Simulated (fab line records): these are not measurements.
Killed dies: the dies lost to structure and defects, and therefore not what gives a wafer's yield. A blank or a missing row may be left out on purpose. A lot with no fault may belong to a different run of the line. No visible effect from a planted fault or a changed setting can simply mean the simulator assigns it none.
Which tool is to blame?    flow nand harc    72 wafers from 24 lots sampled at 6 of the route's 1302 steps

WHAT EACH GAUGE READ, for each wafer
Not one reading of a measure or inspect step in the record can be checked against a usual standard deviation.

TOOL THAT RAN EACH LOT (tool first, then ch and the chambers of the sampled wafers, then the start)
lot   NHARC_A_STAIRCASE_ETCH_17       NHARC_A_STAIRCASE_TRIM_18       NHARC_A_STAIRCASE_ETCH_19       NHARC_A_STAIRCASE_ETCH_194      NHARC_A_STAIRCASE_TRIM_202      NHARC_A_STAIRCASE_ETCH_221
L076  rie diel-05 ch 0,1,3, no start  rie diel-05 ch 1,2, no start    rie diel-05 ch 0,3, no start    rie diel-13 ch 1,2, no start    rie diel-13 ch 1,2,3, no start  rie diel-07 ch 0,1,3, no start
L075  rie diel-13 ch 1,2,3, no start  rie diel-13 ch 0,2,3, no start  rie diel-13 ch 1,2,3, no start  rie diel-07 ch 0,1,3, no start  rie diel-07 ch 1,2,3, no start  rie diel-05 ch 1,2,3, no start
L074  rie diel-05 ch 0,2,3, no start  rie diel-05 ch 0,2,3, no start  rie diel-05 ch 0,2,3, no start  rie diel-07 ch 1,2,3, no start  rie diel-05 ch 0,1,3, no start  rie diel-05 ch 0,2,3, no start
L078  rie diel-13 ch 0,1, no start    rie diel-13 ch 0,3, no start    rie diel-13 ch 0,1,2, no start  rie diel-07 ch 0,2,3, no start  rie diel-13 ch 0,1,2, no start  rie diel-05 ch 1,2, no start
L077  rie diel-13 ch 1,2, no start    rie diel-13 ch 0,2, no start    rie diel-13 ch 1,3, no start    rie diel-13 ch 0,1,2, no start  rie diel-13 ch 2,3, no start    rie diel-13 ch 2,3, no start
L079  rie diel-07 ch 2,3, no start    rie diel-07 ch 0,2,3, no start  rie diel-07 ch 0,3, no start    rie diel-07 ch 0,2,3, no start  rie diel-07 ch 0,3, no start    rie diel-13 ch 0,2,3, no start
L080  rie diel-07 ch 2,3, no start    rie diel-07 ch 0,2, no start    rie diel-07 ch 0,2,3, no start  rie diel-13 ch 0,1,3, no start  rie diel-13 ch 0,2, no start    rie diel-13 ch 0,1,3, no start
L081  rie diel-07 ch 1,2,3, no start  rie diel-07 ch 1,2,3, no start  rie diel-07 ch 0,1, no start    rie diel-13 ch 1,3, no start    rie diel-13 ch 1,3, no start    rie diel-13 ch 0,2,3, no start
L082  rie diel-13 ch 0,2,3, no start  rie diel-13 ch 0,1, no start    rie diel-13 ch 0,3, no start    rie diel-05 ch 0,1,2, no start  rie diel-07 ch 0,1, no start    rie diel-05 ch 2,3, no start
L083  rie diel-05 ch 0,1, no start    rie diel-05 ch 0,1, no start    rie diel-05 ch 0,2, no start    rie diel-13 ch 1,3, no start    rie diel-05 ch 0,3, no start    rie diel-07 ch 0,2,3, no start
L084  rie diel-05 ch 0,1, no start    rie diel-05 ch 0,1,2, no start  rie diel-05 ch 1,2,3, no start  rie diel-05 ch 0,1,3, no start  rie diel-13 ch 0,2,3, no start  rie diel-13 ch 0,2, no start
L085  rie diel-13 ch 0,1, no start    rie diel-13 ch 0,1,3, no start  rie diel-13 ch 1,2,3, no start  rie diel-07 ch 0,2,3, no start  rie diel-07 ch 0,2,3, no start  rie diel-05 ch 0,1, no start
L086  rie diel-05 ch 0,2,3, no start  rie diel-05 ch 0,1,2, no start  rie diel-05 ch 1,3, no start    rie diel-05 ch 0,3, no start    rie diel-05 ch 1,3, no start    rie diel-07 ch 0,1,2, no start
L088  rie diel-13 ch 0,1,2, no start  rie diel-13 ch 1,3, no start    rie diel-13 ch 0,1,2, no start  rie diel-07 ch 1,2, no start    rie diel-13 ch 1,2, no start    rie diel-05 ch 0,1, no start
L089  rie diel-13 ch 0,1,2, no start  rie diel-13 ch 0,1,3, no start  rie diel-13 ch 0,1,2, no start  rie diel-13 ch 0,1,2, no start  rie diel-05 ch 1,2,3, no start  rie diel-05 ch 0,1,2, no start
L087  rie diel-05 ch 0,1,2, no start  rie diel-05 ch 0,3, no start    rie diel-05 ch 1,2,3, no start  rie diel-05 ch 0,1,2, no start  rie diel-07 ch 0,2,3, no start  rie diel-05 ch 2,3, no start
L091  rie diel-05 ch 1,3, no start    rie diel-05 ch 2,3, no start    rie diel-05 ch 0,2,3, no start  rie diel-05 ch 0,1,2, no start  rie diel-05 ch 0,1,2, no start  rie diel-13 ch 0,3, no start
L090  rie diel-07 ch 0,1,3, no start  rie diel-07 ch 0,1,3, no start  rie diel-07 ch 0,1,3, no start  rie diel-07 ch 0,1,3, no start  rie diel-07 ch 0,1,3, no start  rie diel-13 ch 0,1,3, no start
L093  rie diel-07 ch 0,1,3, no start  rie diel-07 ch 0,3, no start    rie diel-07 ch 0,1, no start    rie diel-05 ch 0,1,3, no start  rie diel-05 ch 0,2,3, no start  rie diel-07 ch 0,1, no start
L092  rie diel-07 ch 0,3, no start    rie diel-07 ch 0,1, no start    rie diel-07 ch 0,1,3, no start  rie diel-07 ch 1,3, no start    rie diel-07 ch 1,3, no start    rie diel-13 ch 0,2,3, no start
L094  rie diel-13 ch 0,2,3, no start  rie diel-13 ch 1,2,3, no start  rie diel-13 ch 1,2,3, no start  rie diel-13 ch 0,2,3, no start  rie diel-05 ch 0,1,2, no start  rie diel-13 ch 0,1,2, no start
L096  rie diel-05 ch 0,1,3, no start  rie diel-05 ch 1,2,3, no start  rie diel-05 ch 1,2, no start    rie diel-05 ch 1,2,3, no start  rie diel-05 ch 1,2,3, no start  rie diel-07 ch 0,2,3, no start
L095  rie diel-05 ch 0,1,2, no start  rie diel-05 ch 1,3, no start    rie diel-05 ch 1,3, no start    rie diel-13 ch 0,1,2, no start  rie diel-13 ch 2,3, no start    rie diel-07 ch 1,3, no start
L097  rie diel-13 ch 2,3, no start    rie diel-13 ch 0,2, no start    rie diel-13 ch 1,2,3, no start  rie diel-07 ch 1,2,3, no start  rie diel-13 ch 1,2, no start    rie diel-05 ch 0,1,3, no start
- NHARC_A_STAIRCASE_ETCH_17: etches the open film in C4F8/O2, target depth 100 nm, time 40.5 s.
- NHARC_A_STAIRCASE_TRIM_18: chemistry O2, time 211.2 s.
- NHARC_A_STAIRCASE_ETCH_19: etches the open film in C4F8/O2, target depth 100 nm, time 40.5 s.
- NHARC_A_STAIRCASE_ETCH_194: etches the open film in C4F8/O2, target depth 100 nm, time 40.5 s.
- NHARC_A_STAIRCASE_TRIM_202: chemistry O2, time 211.2 s.
- NHARC_A_STAIRCASE_ETCH_221: etches the open film in C4F8/O2, target depth 100 nm, time 40.5 s.

AS READ BY THE TOOLS THEMSELVES (means over the sampled wafers that have a number; for cases with no such wafer, the mark the record gives instead)
NHARC_A_STAIRCASE_ETCH_17. Usual: bias w 1000 W, standard deviation 3; oes product au 0.943 a.u., standard deviation 0.011; rf vpp V 897 V, standard deviation 6.1.
lot   tool         bias w (W)  oes product au (a.u.)  rf vpp V (V)  flag
L076  rie diel-05  1003        0.950                  900           
L075  rie diel-13  1001        0.960                  899           
L074  rie diel-05  999         0.947                  898           
L078  rie diel-13  998         0.942                  897           
L077  rie diel-13  1002        0.942                  902           
L079  rie diel-07  999         0.936                  900           
L080  rie diel-07  1001        0.932                  900           
L081  rie diel-07  1002        0.943                  895           
L082  rie diel-13  1000        0.942                  895           
L083  rie diel-05  997         0.945                  901           
L084  rie diel-05  1000        0.946                  902           
L085  rie diel-13  1001        0.939                  894           
L086  rie diel-05  999         0.929                  898           
L088  rie diel-13  1003        0.945                  898           
L089  rie diel-13  1002        0.945                  898           
L087  rie diel-05  1002        0.950                  900           
L091  rie diel-05  999         0.952                  899           
L090  rie diel-07  1002        0.924                  898           
L093  rie diel-07  999         0.938                  898           
L092  rie diel-07  997         0.930                  903           
L094  rie diel-13  1001        0.952                  894           
L096  rie diel-05  998         0.949                  897           
L095  rie diel-05  1002        0.957                  899           
L097  rie diel-13  1002        0.932                  895           

NHARC_A_STAIRCASE_TRIM_18. Usual: drypump motor current A 6.0 A, standard deviation 0.39; oes product au 1.001 a.u., standard deviation 0.0074; rf vpp V 57.9 V, standard deviation 0.93; showerhead plenum p Torr 3.56 Torr, standard deviation 0.17; throttle valve pct 17.037 %, standard deviation 0.0088.
lot   tool         drypump motor current A (A)  oes product au (a.u.)  rf vpp V (V)  showerhead plenum p Torr (Torr)  throttle valve pct (%)  flag
L076  rie diel-05  5.4                          1.011                  57.7          3.67                             17.034                  
L075  rie diel-13  6.3                          0.993                  57.2          3.51                             17.035                  
L074  rie diel-05  5.7                          1.001                  57.1          3.60                             17.042                  
L078  rie diel-13  6.4                          0.999                  57.4          3.36                             17.042                  
L077  rie diel-13  6.4                          0.998                  57.9          3.51                             17.027                  
L079  rie diel-07  6.0                          1.002                  57.5          3.49                             17.036                  
L080  rie diel-07  6.0                          1.002                  57.5          3.41                             17.030                  
L081  rie diel-07  5.9                          1.008                  57.7          3.51                             17.039                  
L082  rie diel-13  6.4                          1.002                  58.3          3.46                             17.038                  
L083  rie diel-05  6.0                          1.008                  58.1          3.67                             17.040                  
L084  rie diel-05  5.7                          1.003                  57.8          3.66                             17.044                  
L085  rie diel-13  6.3                          0.996                  58.2          3.45                             17.033                  
L086  rie diel-05  5.7                          0.999                  59.1          3.66                             17.029                  
L088  rie diel-13  6.3                          1.007                  57.5          3.54                             17.035                  
L089  rie diel-13  6.3                          0.998                  58.0          3.44                             17.035                  
L087  rie diel-05  6.0                          1.000                  57.6          3.58                             17.045                  
L091  rie diel-05  5.4                          0.997                  58.1          3.57                             17.036                  
L090  rie diel-07  6.0                          0.998                  58.3          3.61                             17.036                  
L093  rie diel-07  6.1                          0.997                  59.2          3.77                             17.041                  
L092  rie diel-07  5.8                          1.004                  57.6          3.47                             17.033                  
L094  rie diel-13  6.3                          1.004                  58.1          3.58                             17.034                  
L096  rie diel-05  5.4                          1.005                  57.7          3.58                             17.035                  
L095  rie diel-05  5.5                          1.000                  57.9          3.60                             17.034                  
L097  rie diel-13  6.3                          1.008                  57.4          3.62                             17.040                  

NHARC_A_STAIRCASE_ETCH_19. Usual: bias w 1000.1 W, standard deviation 2.9; oes product au 0.944 a.u., standard deviation 0.0096; rf vpp V 897 V, standard deviation 6.2.
lot   tool         bias w (W)  oes product au (a.u.)  rf vpp V (V)  flag
L076  rie diel-05  1000.4      0.946                  898           
L075  rie diel-13  1000.6      0.948                  899           
L074  rie diel-05  1000.2      0.946                  898           
L078  rie diel-13  996.6       0.951                  899           
L077  rie diel-13  1000.5      0.952                  893           
L079  rie diel-07  1002.0      0.927                  897           
L080  rie diel-07  998.8       0.940                  895           
L081  rie diel-07  998.1       0.935                  888           
L082  rie diel-13  998.3       0.952                  889           
L083  rie diel-05  1000.1      0.946                  900           
L084  rie diel-05  1004.9      0.939                  898           
L085  rie diel-13  999.7       0.945                  898           
L086  rie diel-05  1000.3      0.947                  900           
L088  rie diel-13  997.5       0.943                  898           
L089  rie diel-13  999.0       0.940                  897           
L087  rie diel-05  999.9       0.954                  898           
L091  rie diel-05  999.6       0.945                  898           
L090  rie diel-07  1001.8      0.939                  899           
L093  rie diel-07  1001.4      0.932                  893           
L092  rie diel-07  1004.1      0.939                  899           
L094  rie diel-13  1001.3      0.950                  898           
L096  rie diel-05  1001.5      0.949                  901           
L095  rie diel-05  998.1       0.952                  898           
L097  rie diel-13  1001.6      0.935                  898           

NHARC_A_STAIRCASE_ETCH_194. Usual: bias w 999.9 W, standard deviation 2.7; oes product au 0.943 a.u., standard deviation 0.01; rf vpp V 897 V, standard deviation 6.5.
lot   tool         bias w (W)  oes product au (a.u.)  rf vpp V (V)  flag
L076  rie diel-13  999.6       0.945                  903           
L075  rie diel-07  998.5       0.940                  892           
L074  rie diel-07  1001.9      0.935                  895           
L078  rie diel-07  999.8       0.945                  895           
L077  rie diel-13  996.8       0.937                  898           
L079  rie diel-07  1000.6      0.933                  894           
L080  rie diel-13  1000.5      0.941                  893           
L081  rie diel-13  999.4       0.935                  893           
L082  rie diel-05  998.8       0.952                  901           
L083  rie diel-13  999.5       0.946                  892           
L084  rie diel-05  1000.1      0.951                  898           
L085  rie diel-07  995.9       0.950                  893           
L086  rie diel-05  998.2       0.949                  896           
L088  rie diel-07  1001.7      0.955                  892           
L089  rie diel-13  999.8       0.942                  898           
L087  rie diel-05  1000.2      0.940                  900           
L091  rie diel-05  999.8       0.940                  899           
L090  rie diel-07  999.0       0.927                  900           
L093  rie diel-05  1001.8      0.950                  898           
L092  rie diel-07  999.2       0.939                  892           
L094  rie diel-13  1000.4      0.945                  894           
L096  rie diel-05  999.6       0.952                  898           
L095  rie diel-13  1002.6      0.950                  897           
L097  rie diel-07  1000.4      0.944                  895           

NHARC_A_STAIRCASE_TRIM_202. Usual: drypump motor current A 6.0 A, standard deviation 0.38; oes product au 1.002 a.u., standard deviation 0.0079; rf vpp V 57.9 V, standard deviation 0.94; showerhead plenum p Torr 3.55 Torr, standard deviation 0.17; throttle valve pct 17.035 %, standard deviation 0.0087.
lot   tool         drypump motor current A (A)  oes product au (a.u.)  rf vpp V (V)  showerhead plenum p Torr (Torr)  throttle valve pct (%)  flag
L076  rie diel-13  6.3                          1.000                  58.0          3.61                             17.032                  
L075  rie diel-07  5.9                          0.995                  58.2          3.52                             17.040                  
L074  rie diel-05  5.7                          0.998                  57.9          3.62                             17.031                  
L078  rie diel-13  6.4                          0.997                  58.2          3.61                             17.039                  
L077  rie diel-13  6.2                          1.005                  57.2          3.50                             17.034                  
L079  rie diel-07  6.1                          0.999                  57.3          3.57                             17.037                  
L080  rie diel-13  6.4                          0.999                  57.9          3.51                             17.027                  
L081  rie diel-13  6.3                          1.004                  58.3          3.55                             17.037                  
L082  rie diel-07  5.8                          0.992                  57.3          3.31                             17.039                  
L083  rie diel-05  6.0                          1.001                  58.0          3.59                             17.031                  
L084  rie diel-13  6.3                          0.995                  58.2          3.49                             17.029                  
L085  rie diel-07  6.1                          1.001                  57.4          3.48                             17.038                  
L086  rie diel-05  5.5                          1.007                  58.0          3.62                             17.036                  
L088  rie diel-13  6.3                          0.999                  59.1          3.74                             17.034                  
L089  rie diel-05  5.4                          1.006                  59.0          3.59                             17.032                  
L087  rie diel-07  6.1                          1.001                  57.8          3.66                             17.023                  
L091  rie diel-05  5.7                          1.010                  58.2          3.65                             17.037                  
L090  rie diel-07  6.0                          0.994                  57.2          3.61                             17.029                  
L093  rie diel-05  5.7                          1.007                  57.7          3.57                             17.031                  
L092  rie diel-07  5.9                          0.990                  57.3          3.44                             17.038                  
L094  rie diel-05  5.7                          1.013                  58.5          3.64                             17.032                  
L096  rie diel-05  5.4                          1.003                  57.4          3.58                             17.044                  
L095  rie diel-13  6.2                          0.998                  57.6          3.62                             17.039                  
L097  rie diel-13  6.4                          1.002                  58.8          3.67                             17.026                  

NHARC_A_STAIRCASE_ETCH_221. Usual: bias w 1000 W, standard deviation 3.4; oes product au 0.949 a.u., standard deviation 0.012; rf vpp V 897 V, standard deviation 6.2.
lot   tool         bias w (W)  oes product au (a.u.)  rf vpp V (V)  flag
L076  rie diel-07  997         0.957                  893           
L075  rie diel-05  1001        0.956                  898           
L074  rie diel-05  1002        0.934                  899           
L078  rie diel-05  998         0.948                  901           
L077  rie diel-13  998         0.941                  895           
L079  rie diel-13  1000        0.930                  895           
L080  rie diel-13  999         0.940                  894           
L081  rie diel-13  995         0.955                  896           
L082  rie diel-05  1001        0.947                  896           
L083  rie diel-07  1000        0.957                  894           
L084  rie diel-13  1001        0.949                  900           
L085  rie diel-05  1000        0.953                  901           
L086  rie diel-07  998         0.954                  896           
L088  rie diel-05  999         0.967                  901           
L089  rie diel-05  1000        0.940                  901           
L087  rie diel-05  998         0.949                  895           
L091  rie diel-13  1000        0.960                  890           
L090  rie diel-13  1001        0.953                  893           
L093  rie diel-07  1001        0.931                  899           
L092  rie diel-13  1001        0.935                  893           
L094  rie diel-13  1003        0.953                  897           
L096  rie diel-07  997         0.954                  900           
L095  rie diel-07  999         0.951                  897           
L097  rie diel-05  1000        0.956                  898           

THE ANSWER, worked out from the rows above alone
Rule: take the mean of a lot's wafers that have a number; if it is more than 3 standard deviations from the usual mean, the lot is off. Also off: a lot with no number at a reading for which 4 or more lots have one. The other lots that the step has rows for count as sound. First the gauges in route order, then the tools' own readings, where a lot's mean is used as printed above. At the first step where some lot is off, the reading lying furthest off is the one used; lots without a number count as furthest.
No lot is off at any reading shown: from this, nothing can be told.

WHAT THE SIMULATOR HAD INSERTED
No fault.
